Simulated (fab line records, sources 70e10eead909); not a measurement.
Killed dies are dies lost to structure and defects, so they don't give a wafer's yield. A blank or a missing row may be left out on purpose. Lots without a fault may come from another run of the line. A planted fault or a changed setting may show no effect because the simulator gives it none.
A struck lot beside a sound one | flow nand_harc | 40 steps out of a route of 1159
Sound: wafers L949.2, L949.3, L949.6. Struck: wafer L963.3. The cause comes at the end.
At each step with rows: each side's tool, then ch and its chambers, then its first start. Under that, the readings that differ: sound wafers | struck wafers | difference of the means | sigmas: that difference in standard deviations of wafers without a fault.
alike: readings whose means differ by less than 2 such deviations, and words and numbers that are the same on both sides. not compared: withheld readings, readings that some wafer has no value for, bounds like >300 that may hide the same value, and numbers for which the record gives no deviation and whose values overlap.
The two part at a step that has a row with sigmas, a row that says differs or no value, or rows on one side only. Numbers that don't overlap but have no deviation are shown without sigmas and don't part them. A reading that every wafer of one side lacks parts them only if that side has two wafers or more.

first, 6 steps without rows for these wafers: NHARC_P_CONTACT_COAT_06 (resist thk 90 nm); NHARC_P_CONTACT_SOFTBAKE_07 (time 55 s); NHARC_P_CONTACT_EBR_08; NHARC_P_CONTACT_EXPOSE_09 (exposes mask P CA, target cd 90 nm); NHARC_P_CONTACT_PEB_10 (peb time 65 s); NHARC_P_CONTACT_DEVELOP_11 (develop time 35 s).
NHARC_P_CONTACT_CD_MEAS_12: target cd 90 nm.
  sound on cd_sem-02 ch 0, day 6 12:53; struck on cd_sem-01 ch 0, day 10 04:58
  alike: cd_nm
NHARC_P_CONTACT_OVL_MEAS_13:
  sound on overlay-01, day 6 12:59; struck on overlay-02, day 10 05:02
  alike: overlay_x_nm, overlay_y_nm
NHARC_P_CONTACT_INSPECT_14:
  sound on defect_inspect-01, day 6 13:01; struck on defect_inspect-02, day 10 05:05
  reading          | sound | struck | difference | sigmas
  raw_defect_count | 6 7 5 | 1      | -5         | -2
then, 3 steps without rows for these wafers: NHARC_P_CONTACT_DESCUM_17 (chemistry O2, time 3 s); NHARC_P_CONTACT_ETCH_35 (etches the open film in CF4, target depth 39 nm, time 65 s); NHARC_P_CONTACT_ETCH_36 (etches the open film in N2/H2, target depth 260 nm, time 406.25 s).
NHARC_P_CONTACT_ETCH_18: etches the open film in C4F8/O2/Ar, target depth 481 nm, time 240.5 s.
  sound on rie_diel-12 ch 0,1, day 6 13:38; struck on rie_diel-12 ch 3, day 10 05:38
  reading               | sound             | struck | difference | sigmas
  oes_product_au (a.u.) | 0.920 0.923 0.919 | 0.975  | +0.054     | +3
  alike: rf_vpp_V
  not compared: rf_hours_counter_h
then, 1 step without rows for these wafers: NHARC_P_CONTACT_STRIP_37 (strips in C4F8/O2/Ar).
NHARC_P_CONTACT_ETCH_31: etches the open film in CH3F/O2, target depth 30 nm, time 85.7 s.
  sound on rie_diel-12 ch 0,1,3; struck on rie_diel-12 ch 3
  reading               | sound             | struck | difference | sigmas
  oes_product_au (a.u.) | 0.961 0.959 0.968 | 0.999  | +0.036     | +2
  alike: drypump_motor_current_A, rf_vpp_V, showerhead_plenum_p_Torr, throttle_valve_pct
  not compared: rf_hours_counter_h
NHARC_P_CONTACT_CD_MEAS_19:
  sound on cd_sem-01, day 6 14:05; struck on cd_sem-01, day 10 06:17
  alike: cd_nm
then, 2 steps without rows for these wafers: NHARC_P_CONTACT_STRIP_28 (strips in O2); NHARC_P_CONTACT_STRIP_29 (strips in post etch residue remover, time 1200 s).
NHARC_P_CONTACT_DEGAS_38: time 60 s.
  sound on pvd_sputter-01, day 6 14:51; struck on pvd_sputter-03, day 10 07:01
  alike: heater_power_w
then, 2 steps without rows for these wafers: NHARC_P_CONTACT_PRE_CLEAN_39 (time 19.5 s); NHARC_P_CONTACT_PVD_32 (deposits Ti, target thk 5 nm, time 17.7 s).
NHARC_P_CONTACT_ALD_22: deposits TiN, target thk 3 nm, pulse time 1 s, ald cycles 150.
  sound on ald_metal-01 ch 0,2, day 6 15:07; struck on ald_metal-01 ch 0, day 10 07:16
  alike: heater_power_w, precursor_pulse_height_rel
then, 1 step without rows for these wafers: NHARC_P_CONTACT_CVD_23 (deposits W, target thk 200 nm, time 557 s).
NHARC_P_CONTACT_CMP_24: polishes, t overpolish 30 s, target thk 200 nm.
  sound on cmp-02 ch 0,1,2, day 6 15:58; struck on cmp-01 ch 0, day 10 09:58
  reading                    | sound             | struck | difference | sigmas
  slurry_filter_dp_kPa (kPa) | 13.67 13.70 13.72 | 13.33  | -0.37      | -2
  time_to_endpoint_s (s)     | 44.8 45.3 44.7    | 33.5   | -11.4      | -4
  alike: motor_current_A, overpolish_run_s, slurry_flow_ml_min
then, 11 steps without rows for these wafers: NHARC_P_CONTACT_SRD_26; NHARC_P_M0_DEP_00 (deposits SiOC, target thk 150 nm); NHARC_P_M0_DEHYDRATE_01 (time 120 s); NHARC_P_M0_HMDS_02 (time 30 s); NHARC_P_M0_COAT_33 (time 65 s); NHARC_P_M0_COAT_03 (resist thk 90 nm); NHARC_P_M0_SOFTBAKE_04 (time 55 s); NHARC_P_M0_EBR_05; NHARC_P_M0_EXPOSE_06 (exposes mask P M0, target cd 90 nm); NHARC_P_M0_PEB_07 (peb time 65 s); NHARC_P_M0_DEVELOP_08 (develop time 35 s).
NHARC_P_M0_CD_MEAS_09: target cd 90 nm.
  sound on cd_sem-03 ch 0, day 6 17:15; struck on cd_sem-01 ch 0, day 10 11:22
  reading    | sound          | struck | difference | sigmas
  cd_nm (nm) | 91.3 91.2 91.2 | 89.4   | -1.8       | -3
NHARC_P_M0_OVL_MEAS_10: pitch 180 nm.
  sound on overlay-01, day 6 17:20; struck on overlay-01, day 10 11:27
  alike: overlay_x_nm, overlay_y_nm
NHARC_P_M0_DESCUM_14: chemistry O2, time 3 s.
  sound on rie_diel-11 ch 1,3, day 6 17:26; struck on rie_diel-11 ch 1, day 10 14:25
  reading      | sound          | struck                   | difference                   | sigmas
  hold         | - - -          | await_dispo/2.7h/release | no value on the sound wafers |
  rf_vpp_V (V) | 58.2 58.5 58.9 | 56.7                     | -1.8                         | -2
  alike: drypump_motor_current_A, oes_product_au, showerhead_plenum_p_Torr, throttle_valve_pct
  not compared: rf_hours_counter_h
NHARC_P_M0_ETCH_34: etches the open film in N2/H2, target depth 40 nm, overetch 12 nm, time 43.94 s.
  sound on rie_diel-11 ch 1,2,3, day 6 17:32; struck on rie_diel-11 ch 2, day 10 14:29
  reading               | sound             | struck | difference | sigmas
  oes_product_au (a.u.) | 1.000 1.007 0.989 | 1.027  | +0.028     | +3
  alike: drypump_motor_current_A, rf_vpp_V, showerhead_plenum_p_Torr, throttle_valve_pct
  not compared: rf_hours_counter_h
-- the record jumps here: 15 days lie between the struck wafers' starts before and after (it left off in module P_M0 and takes up again in module END, whose first step shown is number 1159 of the route) --
NHARC_END_SORT_01:
  the record has rows for the struck wafers here (prober-01 ch 0, day 25 02:59) and none for the sound ones

WHERE THEY PART
First at NHARC_P_CONTACT_INSPECT_14; last, within this record, at NHARC_END_SORT_01.

WHY: what the simulator had put in
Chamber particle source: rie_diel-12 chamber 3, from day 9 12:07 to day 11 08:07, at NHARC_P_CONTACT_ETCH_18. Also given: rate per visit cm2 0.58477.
